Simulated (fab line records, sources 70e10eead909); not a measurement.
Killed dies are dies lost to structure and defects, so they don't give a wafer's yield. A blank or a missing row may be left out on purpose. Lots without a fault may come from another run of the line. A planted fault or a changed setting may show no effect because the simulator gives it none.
Chamber matching | flow nand_harc | NHARC_A_SGD_CUT_CMP_21 on cmp-04: 4 sister chambers
The step polishes, target thk 148.19 nm. 14 wafers are shown with their chamber, then 7 later ones without.

WAFERS WITH THEIR CHAMBER
wafer  | chamber | motor_current_A (A) | time_to_endpoint_s (s)
L074.1 | 3       | 12.3                | 61
L074.3 | 2       | 10.6                | 53
L074.4 | 1       | 13.0                | 53
L079.3 | 3       | 12.4                | 58
L079.4 | 0       | 12.4                | 56
L079.5 | 3       | 12.8                | 59
L088.1 | 2       | 9.6                 | 52
L088.2 | 1       | 13.6                | 51
L088.3 | 3       | 13.6                | 57
L089.1 | 2       | 10.4                | 51
L089.4 | 1       | 12.8                | 50
L089.5 | 1       | 13.4                | 48
L092.1 | 0       | 12.4                | 55
L092.3 | 2       | 9.6                 | 52

SIGNATURES (means of the wafers above)
reading            | chamber 0 | chamber 1 | chamber 2 | chamber 3 | scatter within a chamber
motor_current_A    | 12.400    | 13.200    | 10.050    | 12.775    | 0.477
time_to_endpoint_s | 55.50     | 50.50     | 52.00     | 58.75     | 1.56
Rule: a wafer's distance from a chamber is the root of the sum, over the readings, of the square of ((its reading less the chamber's mean) divided by the reading's scatter). The wafer belongs to the nearest chamber; if the next one is less than 2 further off, it can't be placed. The scatter: the root of (the sum of the squares of (reading less its chamber's mean) over the shown wafers, divided by (wafers less chambers)).

WAFERS WITHOUT THEIR CHAMBER
wafer  | motor_current_A (A) | time_to_endpoint_s (s)
L092.6 | 10.4                | 49
L095.1 | 12.1                | 57
L095.4 | 10.1                | 56
L095.5 | 11.4                | 56
L096.1 | 13.9                | 62
L096.2 | 12.4                | 57
L096.6 | 13.0                | 53

WHICH CHAMBER EACH WENT THROUGH
wafer  | from the rows above          | in truth
L092.6 | 2                            | 2
L095.1 | can't be placed: 0 or 3      | 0
L095.4 | 2                            | 2
L095.5 | can't be placed: 0 or 3 or 2 | 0
L096.1 | 3                            | 3
L096.2 | can't be placed: 0 or 3      | 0
L096.6 | can't be placed: 1 or 0      | 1
Placed correctly: 3 of 7. Can't be placed from these rows: 4 (the true chamber is among the candidates in 4). Placed wrongly: 0.
